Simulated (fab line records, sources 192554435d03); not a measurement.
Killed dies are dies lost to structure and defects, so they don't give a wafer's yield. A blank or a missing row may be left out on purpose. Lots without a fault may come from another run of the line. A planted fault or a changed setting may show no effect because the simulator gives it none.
Split-lot experiment | flow n5_finfet | 7 lots, 21 wafers read, on a route of 1938 steps

THE SPLIT
At N5_BEOL_M6_COAT_05 (resist thk 90 nm), the setting spin_rpm was moved away from the recipe's 1500 rpm on 7 of the 21 wafers read, by -6.7% to +8.1%. The other wafers ran this setting at the recipe's value.

FROM THE SPLIT TO THE READING: what the file shows between them, 4 steps
- N5_BEOL_M6_EBR_07
- N5_BEOL_M6_SOFTBAKE_06: time 60 s
- N5_BEOL_M6_EXPOSE_08: exposes mask M6
- N5_BEOL_M6_PEB_09: peb time 60 s

THE READING
CAR-ArF_of_BEOL_M6_COAT_05.thk_nm (the simulator's own value, which no gauge read), in nm, at N5_BEOL_M6_DEVELOP_10 (develop time 30 s). The file gives no usual value for it. The 14 wafers here that ran the recipe average 88.3 nm, standard deviation 0.34 nm.

wafer  | tool, chamber at the split | spin_rpm as run, rpm | against the recipe | CAR-ArF_of_BEOL_M6_COAT_05.thk_nm, nm | against lot-mates on the recipe
L079.1 | litho_track-02, 0          | 1500                 | recipe             | 88                                    | -
L079.4 | litho_track-02, 0          | 1568                 | +4.5%              | 85.8                                  | -2.3
L079.6 | litho_track-02, 0          | 1500                 | recipe             | 88.2                                  | -
L080.1 | litho_track-02, 0          | 1500                 | recipe             | 87.8                                  | -
L080.5 | litho_track-02, 0          | 1500                 | recipe             | 87.8                                  | -
L080.6 | litho_track-02, 0          | 1500                 | recipe             | 88                                    | -
L082.1 | litho_track-05, 0          | 1500                 | recipe             | 88.6                                  | -
L082.6 | litho_track-05, 0          | 1500                 | recipe             | 88.6                                  | -
L082.2 | litho_track-05, 0          | 1583                 | +5.5%              | 86.2                                  | -2.4
L084.2 | litho_track-02, 0          | 1599                 | +6.6%              | 85                                    | -3.0
L084.4 | litho_track-02, 0          | 1599                 | +6.6%              | 85                                    | -3.0
L084.3 | litho_track-02, 0          | 1500                 | recipe             | 88                                    | -
L089.3 | litho_track-01, 0          | 1500                 | recipe             | 88.6                                  | -
L089.4 | litho_track-01, 0          | 1500                 | recipe             | 88.6                                  | -
L089.5 | litho_track-01, 0          | 1500                 | recipe             | 88.8                                  | -
L087.1 | litho_track-05, 0          | 1500                 | recipe             | 88.6                                  | -
L087.6 | litho_track-05, 0          | 1500                 | recipe             | 88.6                                  | -
L087.4 | litho_track-05, 0          | 1622                 | +8.1%              | 85.4                                  | -3.2
L095.1 | litho_track-01, 0          | 1500                 | recipe             | 88.2                                  | -
L095.3 | litho_track-01, 0          | 1399                 | -6.7%              | 91.6                                  | +3.4
L095.6 | litho_track-01, 0          | 1399                 | -6.7%              | 91.4                                  | +3.2

THE FIT
A straight line over all 21 wafers: CAR-ArF_of_BEOL_M6_COAT_05.thk_nm changes by -0.453 nm for each +1% of spin_rpm; r = -0.98; the points scatter about the line by 0.38 nm.
The same after taking each lot's own level away (the mean of its wafers on the recipe; 21 wafers): -0.456 nm for each +1%; r = -1.00; scatter 0.16 nm.
On that fit, the largest move of spin_rpm shifts the reading by 3.7 nm.
The lots' own levels span 87.87 to 88.67 nm, that is 2.4 times the standard deviation above.
So the lot-to-lot level changes the slope little: the two slopes agree.
Check: with one of the wafers moved furthest among these (+8.1%) left out of the fit, the line predicts -3.81 nm for it against its lot-mates. It came out at -3.2 nm against them.

OTHER SPLITS ON THESE WAFERS
These wafers also went through other splits before the reading. Each is held against what the fit with the lots' levels taken away leaves over:
other split on the same wafers     | wafers away from the commonest value | r with CAR-ArF_of_BEOL_M6_COAT_05.thk_nm (lot level and that fit taken away)
N5_BEOL_M5_TRENCH_ETCH_37 source_w | 7                                    | +0.06

THE WHOLE CHAIN: every reading that the file lists as answering this split, in the file's order
step                  | what it does      | reading                                                                            | change (the file's fit)               | r (the file's)
N5_BEOL_M6_COAT_05    | resist thk 90 nm  | CAR-ArF_of_BEOL_M6_COAT_05.thk_nm (the simulator's own value, which no gauge read) | -0.44 nm for each +1% of the setting  | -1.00
N5_BEOL_M6_DEVELOP_10 | develop time 30 s | CAR-ArF_of_BEOL_M6_COAT_05.thk_nm (the simulator's own value, which no gauge read) | -0.445 nm for each +1% of the setting | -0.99

THE FILE'S OWN FIT
CAR-ArF_of_BEOL_M6_COAT_05.thk_nm changes by -0.445 nm for each +1% of spin_rpm, r = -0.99.
